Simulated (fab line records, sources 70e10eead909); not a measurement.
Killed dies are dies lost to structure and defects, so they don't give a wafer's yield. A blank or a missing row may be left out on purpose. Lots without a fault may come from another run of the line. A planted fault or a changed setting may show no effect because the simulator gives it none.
fab line records | flow nand_harc
record lots=6 wafers=18 last_day=33
route steps=1302 shown A_ONON_D1@430 END@1302
lots that met no fault: from a run of the same line without faults
start_h: hours from the record's first day to the start of the lot's first wafer shown | wait_h: hours since the lot's step before | " the same as in the row above | L1.1+2: a row that stands for several wafers | - no value, or no start given | * or withheld: withheld | < > ~ a bound
route shown NAME@n: a module of which the file shows steps, and the number in the route of the first | usual: mean/standard deviation of fault-free wafers | same: alike in all rows | chamber/n: place in a boat | sites: the reading at each site | _std_site: their standard deviation | _edge_site: outer sites' mean less inner sites' | radius_mm: how far each site lies from the wafer's centre | mask NAME#n: copy n | behind: the tool/chamber that last shaped the wafer | hold: why the lot was held/for how many hours/how that ended | device: the transistor (n, p or np) that didn't switch | end of line: the same wafers' tests at the end of the route | a step without rows: its recipe alone | killed: dies lost to structure and defects at the first sort, not the wafer's yield | map: a wafer's dies, x killed, . not, _ none there
set.NAME: the setting as run; set.NAME@STEP: as run at that earlier step | model.NAME: the simulator's own value behind a step, which no gauge read
lots at some steps of the route; a table a step, a row a wafer
services: from which hour (start_h, from the record's first day; less than 0 if before it) a tool's chamber was out of use, for how many hours, and why
## steps
# step NHARC_A_ONON_D1_DEP_09
# recipe target_thk_a=10000 n2_flow_sccm=2750 n2o_flow_sccm=2000 nh3_flow_sccm=500 sih4_flow_sccm=210 temp_c=400
# step NHARC_A_ONON_D1_THK_MEAS_11
# recipe thk_meas_gauge=ellipsometry
# usual thk_nm=1001/10
# columns lot.wafer tool chamber start_h wait_h thk_nm
L173.1 film_metro-02 - 167.31 - 1015
L173.2 " - " " 1015
L173.5 " - " " 1015
L178.2 film_metro-01 - 209.09 - 1009
L178.3 " - " " 1008
L178.4 " - " " 1009
L179.1 film_metro-01 - 231.32 - 1014
L179.4 " - " " 1014
L179.5 " - " " 1012
L187.3 film_metro-02 - 311.49 - 993
L187.5 " - " " 993
L187.6 " - " " 991
L193.1 film_metro-01 - 359.98 - 1005
L193.5 " - " " 1006
L193.6 " - " " 1006
L196.1 film_metro-02 - 389.27 - 992
L196.3 " - " " 990
L196.5 " - " " 991
# step NHARC_A_ONON_D1_DEP_12
# recipe target_thk_a=10000 n2_flow_sccm=2750 n2o_flow_sccm=2000 nh3_flow_sccm=500 sih4_flow_sccm=210 temp_c=400
# step NHARC_A_ONON_D1_THK_MEAS_14
# recipe thk_meas_gauge=ellipsometry
# usual thk_nm=1002/9.6
# columns lot.wafer tool chamber start_h wait_h thk_nm
L173.1 film_metro-01 - 167.87 - 985
L173.2 " - " " 985
L173.5 " - " " 986
L178.2 film_metro-01 - 209.65 - 1019
L178.3 " - " " 1020
L178.4 " - " " 1018
L179.1 film_metro-01 - 231.89 - 1001
L179.4 " - " " 1001
L179.5 " - " " 1003
L187.3 film_metro-02 - 312.06 - 995
L187.5 " - " " 995
L187.6 " - " " 995
L193.1 film_metro-02 - 360.55 - 1000
L193.5 " - " " 999
L193.6 " - " " 1001
L196.1 film_metro-01 - 389.87 - 991
L196.3 " - " " 990
L196.5 " - " " 992
# step NHARC_A_ONON_D1_ANNEAL_15
# recipe temp_c=750 time_s=3600
# step NHARC_A_ONON_D1_DEP_16
# recipe target_thk_a=10000 n2_flow_sccm=2750 n2o_flow_sccm=2000 nh3_flow_sccm=500 sih4_flow_sccm=210 temp_c=400
# step NHARC_A_ONON_D1_THK_MEAS_18
# recipe thk_meas_gauge=ellipsometry
# usual thk_nm=1002/8.1
# columns lot.wafer tool chamber start_h wait_h thk_nm
L173.1 film_metro-01 - 175.63 - 1007
L173.2 " - " " 1006
L173.5 " - " " 1007
L178.2 film_metro-02 - 217.49 - 1006
L178.3 " - " " 1007
L178.4 " - " " 1007
L179.1 film_metro-01 - 239.83 - 990
L179.4 " - " " 991
L179.5 " - " " 992
L187.3 film_metro-02 - 319.87 - 1010
L187.5 " - " " 1011
L187.6 " - " " 1010
L193.1 film_metro-02 - 372.22 - 1003
L193.5 " - " " 1003
L193.6 " - " " 1005
L196.1 film_metro-01 - 397.61 - 989
L196.3 " - " " 989
L196.5 " - " " 988
# step NHARC_A_ONON_D1_DEP_19
# recipe target_thk_a=10000 n2_flow_sccm=2750 n2o_flow_sccm=2000 nh3_flow_sccm=500 sih4_flow_sccm=210 temp_c=400
# step NHARC_A_ONON_D1_THK_MEAS_21
# recipe thk_meas_gauge=ellipsometry
# usual thk_nm=999/9.4
# columns lot.wafer tool chamber start_h wait_h thk_nm
L173.1 film_metro-02 - 176.22 - 985
L173.2 " - " " 987
L173.5 " - " " 985
L178.2 film_metro-02 - 218.06 - 1008
L178.3 " - " " 1007
L178.4 " - " " 1004
L179.1 film_metro-02 - 240.86 - 1006
L179.4 " - " " 1006
L179.5 " - " " 1006
L187.3 film_metro-01 - 320.44 - 1001
L187.5 " - " " 1001
L187.6 " - " " 1002
L193.1 film_metro-01 - 372.78 - 1002
L193.5 " - " " 1004
L193.6 " - " " 1003
L196.1 film_metro-01 - 398.17 - 992
L196.3 " - " " 989
L196.5 " - " " 993
# step NHARC_A_ONON_D1_DEP_22
# recipe target_thk_a=10000 n2_flow_sccm=2750 n2o_flow_sccm=2000 nh3_flow_sccm=500 sih4_flow_sccm=210 temp_c=400
# step NHARC_A_ONON_D1_THK_MEAS_24
# recipe thk_meas_gauge=ellipsometry
# usual thk_nm=1002/7.1
# columns lot.wafer tool chamber start_h wait_h thk_nm
L173.1 film_metro-02 - 176.78 - 996
L173.2 " - " " 998
L173.5 " - " " 998
L178.2 film_metro-02 - 218.62 - 1003
L178.3 " - " " 1001
L178.4 " - " " 1004
L179.1 film_metro-02 - 241.53 - 1000
L179.4 " - " " 1001
L179.5 " - " " 1001
L187.3 film_metro-01 - 321.01 - 1004
L187.5 " - " " 1004
L187.6 " - " " 1003
L193.1 film_metro-02 - 373.35 - 995
L193.5 " - " " 996
L193.6 " - " " 994
L196.1 film_metro-02 - 398.74 - 996
L196.3 " - " " 996
L196.5 " - " " 998
# step NHARC_A_ONON_D1_DEP_25
# recipe target_thk_a=10000 n2_flow_sccm=2750 n2o_flow_sccm=2000 nh3_flow_sccm=500 sih4_flow_sccm=210 temp_c=400
# usual n2o_flow_sccm=2000/5.5
# columns lot.wafer tool chamber start_h wait_h n2o_flow_sccm
L173.1 pecvd_onon-01 0 176.84 0.1 1997
L173.2 " 0 " " 2002
L173.5 " 0 " " 1992
L178.2 pecvd_onon-01 0 218.73 0.1 1998
L178.3 " 0 " " 2003
L178.4 " 0 " " 2001
L179.1 pecvd_onon-01 0 241.58 0.1 2007
L179.4 " 0 " " 2001
L179.5 " 0 " " 2008
L187.3 pecvd_onon-01 0 321.18 0.2 2001
L187.5 " 0 " " 2002
L187.6 " 0 " " 1993
L193.1 pecvd_onon-01 0 373.40 0.1 1990
L193.5 " 0 " " 1995
L193.6 " 0 " " 1991
L196.1 pecvd_onon-01 0 398.80 0.1 2005
L196.3 " 0 " " 1990
L196.5 " 0 " " 1996
# step NHARC_A_ONON_D1_THK_MEAS_27
# recipe thk_meas_gauge=ellipsometry
# usual thk_nm=998/8.9
# columns lot.wafer tool chamber start_h wait_h hold thk_nm
L173.1 film_metro-01 - 177.35 - - 1017
L173.2 " - " " - 1017
L173.5 " - " " - 1016
L178.2 film_metro-01 - 219.18 - await_dispo/0.2h/release 1308
L178.3 " - " " await_dispo/0.2h/release 1000
L178.4 " - " " await_dispo/0.2h/release 1309
L178.2 film_metro-01 - 219.36 0.2 - 1306
L178.3 " - " " - 999
L178.4 " - " " - 1307
L179.1 film_metro-02 - 242.09 - await_dispo/0.2h/release 1001
L179.4 " - " " await_dispo/0.2h/release 1311
L179.5 " - " " await_dispo/0.2h/release 1310
L179.1 film_metro-02 - 242.26 0.2 - 1002
L179.4 " - " " - 1311
L179.5 " - " " - 1310
L187.3 film_metro-02 - 321.57 - - 995
L187.5 " - " " - 994
L187.6 " - " " - 994
L193.1 film_metro-01 - 373.91 - - 989
L193.5 " - " " - 989
L193.6 " - " " - 990
L196.1 film_metro-02 - 399.31 - - 980
L196.3 " - " " - 982
L196.5 " - " " - 980
# step NHARC_END_SORT_01
# recipe temp_c=25
# usual killed_at_array=56/18 killed_at_other=1.4/1.5 killed_at_periphery=4/3.1 killed_dies=61/19 killed_open=3.5/1.8 killed_short=2.4/1.4
# same gross_dies=677
# columns lot.wafer tool chamber start_h wait_h hold killed_at_array killed_at_other killed_at_periphery killed_dies killed_open killed_short
L173.1 prober-02 0 561.38 2.5 - 56 0 2 58 4 2
L173.2 prober-02 0 562.19 2.8 - 75 0 2 77 4 5
L173.5 prober-02 0 564.61 3.7 - 73 0 3 76 3 3
L178.2 prober-02 0 613.12 2.8 await_dispo/2.0h/release 677 0 0 677 2 2
L178.3 prober-02 0 613.92 3.1 await_dispo/2.0h/release 42 3 1 46 3 1
L178.4 prober-02 0 614.72 3.4 await_dispo/2.0h/release 674 0 3 677 8 4
L179.1 prober-02 0 643.51 2.5 await_dispo/2.4h/release 51 0 9 60 4 5
L179.4 prober-02 0 645.90 3.4 await_dispo/2.4h/release 673 0 4 677 2 3
L179.5 prober-02 0 646.70 3.7 await_dispo/2.4h/release 669 1 7 677 3 1
L187.3 prober-02 0 730.84 3.1 - 38 1 1 40 1 3
L187.5 prober-02 0 732.41 3.6 - 43 2 0 45 2 2
L187.6 prober-02 0 733.19 3.9 - 39 3 5 47 6 1
L193.1 prober-01 0 770.38 2.5 - 80 7 1 88 2 2
L193.5 prober-01 0 773.55 3.7 - 82 1 1 84 1 2
L193.6 prober-01 0 774.35 4.0 - 93 4 2 99 4 1
L196.1 prober-02 0 798.67 2.5 - 37 1 7 45 9 2
L196.3 prober-02 0 800.28 3.1 - 25 0 2 27 0 2
L196.5 prober-02 0 801.89 3.7 - 34 1 2 37 5 1
# killed by level:class
L173.1 A_CHANNEL_HOLE_D1:chamber_film_flake=30 A_SLIT:chamber_film_flake=9 A_STAIRCASE:chamber_film_flake=5 A_CHANNEL_HOLE_D2:chamber_film_flake=4 A_M1:geometric_particle:open=2 A_CONTACT:chamber_film_flake=2 P_CONTACT:geometric_particle:short=1 A_CHANNEL_FILL_D2:geometric_particle:short=1
L173.2 A_CHANNEL_HOLE_D1:chamber_film_flake=31 A_SLIT:chamber_film_flake=19 A_CHANNEL_HOLE_D2:chamber_film_flake=8 A_CONTACT:chamber_film_flake=6 A_CHANNEL_FILL_D1:chamber_film_flake=2 P_M0:geometric_particle:open=1 P_M2:geometric_particle:short=1 A_ONON_D1:geometric_particle:short=1
L173.5 A_CHANNEL_HOLE_D1:chamber_film_flake=31 A_SLIT:chamber_film_flake=20 A_CHANNEL_HOLE_D2:chamber_film_flake=5 A_CONTACT:chamber_film_flake=5 A_STAIRCASE:chamber_film_flake=3 P_M0:chamber_film_flake=2 A_CHANNEL_FILL_D1:chamber_film_flake=2 A_DECK1_JOINT:chamber_film_flake=2
L178.2 A_ONON_D1:area_dep=633 A_CHANNEL_HOLE_D2:chamber_film_flake=29 A_CHANNEL_FILL_D2:chamber_film_flake=3 A_CHANNEL_HOLE_D1:chamber_film_flake=2 A_STAIRCASE:chamber_film_flake=2 A_CONTACT:chamber_film_flake=2 A_ONON_D1:geometric_particle:short=1 A_CHANNEL_FILL_D1:geometric_particle:open=1
L178.3 A_CHANNEL_HOLE_D2:chamber_film_flake=27 A_CONTACT:chamber_film_flake=5 A_M0:geometric_particle:open=3 A_CHANNEL_HOLE_D1:chamber_film_flake=3 THIN_TSV:chamber_film_flake=3 A_CHANNEL_FILL_D2:chamber_film_flake=2 A_ONON_D1:geometric_particle:short=1 P_ZERO_WELL:chamber_film_flake=1
L178.4 A_ONON_D1:area_dep=630 A_CHANNEL_HOLE_D2:chamber_film_flake=25 A_CONTACT:chamber_film_flake=5 A_SLIT:chamber_film_flake=3 A_SGD_CUT:geometric_particle:open=2 P_STI:geometric_particle:short=1 P_M0:geometric_particle:open=1 P_M1:geometric_particle:open=1
L179.1 A_CHANNEL_HOLE_D2:chamber_film_flake=28 A_CHANNEL_HOLE_D1:chamber_film_flake=5 A_CONTACT:chamber_film_flake=4 P_M2:chamber_film_flake=3 A_STAIRCASE:chamber_film_flake=3 P_M2:geometric_particle:open=2 P_STI:chamber_film_flake=2 P_GATE:geometric_particle:open=1
L179.4 A_ONON_D1:area_dep=616 A_CHANNEL_HOLE_D2:chamber_film_flake=32 A_STAIRCASE:chamber_film_flake=6 A_CHANNEL_HOLE_D1:chamber_film_flake=4 A_M1:chamber_film_flake=4 A_CONTACT:chamber_film_flake=3 A_ZERO_WELL:chamber_film_flake=2 P_GATE:geometric_particle:short=1
L179.5 A_ONON_D1:area_dep=612 A_CHANNEL_HOLE_D2:chamber_film_flake=32 A_CONTACT:chamber_film_flake=5 P_STI:chamber_film_flake=4 A_CHANNEL_HOLE_D1:chamber_film_flake=3 A_DECK1_JOINT:chamber_film_flake=3 A_STAIRCASE:chamber_film_flake=3 P_ZERO_WELL:chamber_film_flake=2
L187.3 A_CHANNEL_HOLE_D2:chamber_film_flake=17 A_CHANNEL_HOLE_D1:chamber_film_flake=8 A_SLIT:chamber_film_flake=4 A_CONTACT:chamber_film_flake=3 A_SOURCE_PLATE:geometric_particle:short=1 A_CHANNEL_FILL_D1:geometric_particle:open=1 A_CHANNEL_FILL_D1:geometric_particle:short=1 A_ONON_D2:geometric_particle:short=1
L187.5 A_CHANNEL_HOLE_D2:chamber_film_flake=22 A_CHANNEL_HOLE_D1:chamber_film_flake=11 A_SLIT:chamber_film_flake=3 A_WL_FILL:geometric_particle:short=2 THIN_TSV:chamber_film_flake=2 A_CHANNEL_FILL_D1:geometric_particle:open=1 A_M0:geometric_particle:open=1 A_CONTACT:chamber_film_flake=1
L187.6 A_CHANNEL_HOLE_D2:chamber_film_flake=20 A_CHANNEL_HOLE_D1:chamber_film_flake=6 A_SLIT:chamber_film_flake=5 THIN_TSV:chamber_film_flake=2 P_CONTACT:geometric_particle:open=1 P_M0:geometric_particle:open=1 A_CHANNEL_FILL_D1:geometric_particle:short=1 A_DECK1_JOINT:geometric_particle:open=1
L193.1 A_CHANNEL_HOLE_D2:chamber_film_flake=27 A_SLIT:chamber_film_flake=23 A_CONTACT:chamber_film_flake=14 A_CHANNEL_HOLE_D1:chamber_film_flake=8 THIN_TSV:chamber_film_flake=7 A_BONDPAD:chamber_film_flake=2 A_CHANNEL_HOLE_D1:geometric_particle:short=1 A_CHANNEL_FILL_D1:geometric_particle:open=1
L193.5 A_SLIT:chamber_film_flake=30 A_CHANNEL_HOLE_D2:chamber_film_flake=21 A_CONTACT:chamber_film_flake=13 A_CHANNEL_HOLE_D1:chamber_film_flake=9 A_DECK1_JOINT:chamber_film_flake=2 A_BONDPAD:chamber_film_flake=2 A_CHANNEL_HOLE_D1:geometric_particle:short=1 A_CHANNEL_FILL_D1:geometric_particle:open=1
L193.6 A_CHANNEL_HOLE_D2:chamber_film_flake=28 A_SLIT:chamber_film_flake=27 A_CONTACT:chamber_film_flake=20 A_CHANNEL_HOLE_D1:chamber_film_flake=10 A_STAIRCASE:chamber_film_flake=3 THIN_TSV:chamber_film_flake=3 P_GATE:geometric_particle:open=1 A_CHANNEL_FILL_D1:geometric_particle:open=1
L196.1 A_CONTACT:chamber_film_flake=10 A_SLIT:chamber_film_flake=7 A_STAIRCASE:chamber_film_flake=6 P_ZERO_WELL:chamber_film_flake=4 A_ONON_D2:geometric_particle:open=2 A_CHANNEL_HOLE_D1:chamber_film_flake=2 A_DECK1_JOINT:chamber_film_flake=2 P_CONTACT:geometric_particle:open=1
L196.3 A_SLIT:chamber_film_flake=9 A_CONTACT:chamber_film_flake=7 P_STI:chamber_film_flake=2 A_CHANNEL_HOLE_D1:chamber_film_flake=2 A_CHANNEL_FILL_D2:chamber_film_flake=2 A_ONON_D1:geometric_particle:short=1 A_CHANNEL_FILL_D2:geometric_particle:short=1 A_CHANNEL_HOLE_D2:chamber_film_flake=1
L196.5 A_CONTACT:chamber_film_flake=12 A_SLIT:chamber_film_flake=8 A_CHANNEL_HOLE_D2:chamber_film_flake=4 A_STAIRCASE:chamber_film_flake=2 A_M1:chamber_film_flake=2 P_CONTACT:geometric_particle:open=1 P_M1:geometric_particle:short=1 A_CHANNEL_FILL_D1:geometric_particle:open=1
# map L178.2 (x killed, . not)
____________x____________
_________xxxxxxx_________
_______xxxxxxxxxxx_______
______xxxxxxxxxxxxx______
_____xxxxxxxxxxxxxxx_____
____xxxxxxxxxxxxxxxxx____
____xxxxxxxxxxxxxxxxx____
___xxxxxxxxxxxxxxxxxxx___
___xxxxxxxxxxxxxxxxxxx___
__xxxxxxxxxxxxxxxxxxxxx__
__xxxxxxxxxxxxxxxxxxxxx__
_xxxxxxxxxxxxxxxxxxxxxxx_
_xxxxxxxxxxxxxxxxxxxxxxx_
_xxxxxxxxxxxxxxxxxxxxxxx_
_xxxxxxxxxxxxxxxxxxxxxxx_
_xxxxxxxxxxxxxxxxxxxxxxx_
xxxxxxxxxxxxxxxxxxxxxxxxx
xxxxxxxxxxxxxxxxxxxxxxxxx
xxxxxxxxxxxxxxxxxxxxxxxxx
xxxxxxxxxxxxxxxxxxxxxxxxx
xxxxxxxxxxxxxxxxxxxxxxxxx
_xxxxxxxxxxxxxxxxxxxxxxx_
_xxxxxxxxxxxxxxxxxxxxxxx_
_xxxxxxxxxxxxxxxxxxxxxxx_
_xxxxxxxxxxxxxxxxxxxxxxx_
_xxxxxxxxxxxxxxxxxxxxxxx_
__xxxxxxxxxxxxxxxxxxxxx__
__xxxxxxxxxxxxxxxxxxxxx__
___xxxxxxxxxxxxxxxxxxx___
___xxxxxxxxxxxxxxxxxxx___
____xxxxxxxxxxxxxxxxx____
____xxxxxxxxxxxxxxxxx____
_____xxxxxxxxxxxxxxx_____
______xxxxxxxxxxxxx______
_______xxxxxxxxxxx_______
_________xxxxxxx_________
____________x____________
# map L179.4 (x killed, . not)
____________x____________
_________xxxxxxx_________
_______xxxxxxxxxxx_______
______xxxxxxxxxxxxx______
_____xxxxxxxxxxxxxxx_____
____xxxxxxxxxxxxxxxxx____
____xxxxxxxxxxxxxxxxx____
___xxxxxxxxxxxxxxxxxxx___
___xxxxxxxxxxxxxxxxxxx___
__xxxxxxxxxxxxxxxxxxxxx__
__xxxxxxxxxxxxxxxxxxxxx__
_xxxxxxxxxxxxxxxxxxxxxxx_
_xxxxxxxxxxxxxxxxxxxxxxx_
_xxxxxxxxxxxxxxxxxxxxxxx_
_xxxxxxxxxxxxxxxxxxxxxxx_
_xxxxxxxxxxxxxxxxxxxxxxx_
xxxxxxxxxxxxxxxxxxxxxxxxx
xxxxxxxxxxxxxxxxxxxxxxxxx
xxxxxxxxxxxxxxxxxxxxxxxxx
xxxxxxxxxxxxxxxxxxxxxxxxx
xxxxxxxxxxxxxxxxxxxxxxxxx
_xxxxxxxxxxxxxxxxxxxxxxx_
_xxxxxxxxxxxxxxxxxxxxxxx_
_xxxxxxxxxxxxxxxxxxxxxxx_
_xxxxxxxxxxxxxxxxxxxxxxx_
_xxxxxxxxxxxxxxxxxxxxxxx_
__xxxxxxxxxxxxxxxxxxxxx__
__xxxxxxxxxxxxxxxxxxxxx__
___xxxxxxxxxxxxxxxxxxx___
___xxxxxxxxxxxxxxxxxxx___
____xxxxxxxxxxxxxxxxx____
____xxxxxxxxxxxxxxxxx____
_____xxxxxxxxxxxxxxx_____
______xxxxxxxxxxxxx______
_______xxxxxxxxxxx_______
_________xxxxxxx_________
____________x____________
## services
# columns tool chamber start_h hours kind
pecvd_onon-01 - 233.92 6.7 repair
pecvd_onon-01 - 269.15 13.0 pm
## key
first_sign step=NHARC_A_ONON_D1_THK_MEAS_27 reading=visit direction=added
effect step=NHARC_A_ONON_D1_THK_MEAS_27 reading=thk_nm direction=up sigmas=35 usual=998 struck=1310
effect step=NHARC_END_SORT_01 reading=killed_at_array direction=up sigmas=34 usual=56 struck=673
more_kills_born_at NHARC_A_ONON_D1_DEP_25@pecvd_onon-01=2491
met_at NHARC_A_ONON_D1_DEP_25
struck_wafers L178.2,L178.4,L179.4,L179.5
later_rows_left_out L178.2,L178.4,L179.4,L179.5
tester_left_out L178,L179
onset_between 176.84 218.73
fault kind=process_parameter_drift tool=pecvd_onon-01 chamber=- onset_h=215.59 steps=NHARC_A_ONON_D1_DEP_25 channel=target_thk_a offset=* shape=step end_h=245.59 scope=struck_wafers_only acts_in=* stated=*
# tester_left_out: of these lots the tester's yield and bins aren't shown, on N5 and GAA mostly nor the transistor test; their killed dies are dies lost to structure and defects alone, not to doping, threshold or leakage, so they don't give the yield
# later_rows_left_out: the simulator's readings of these wafers behind a module that went badly wrong aren't trusted and aren't shown, but for the sort
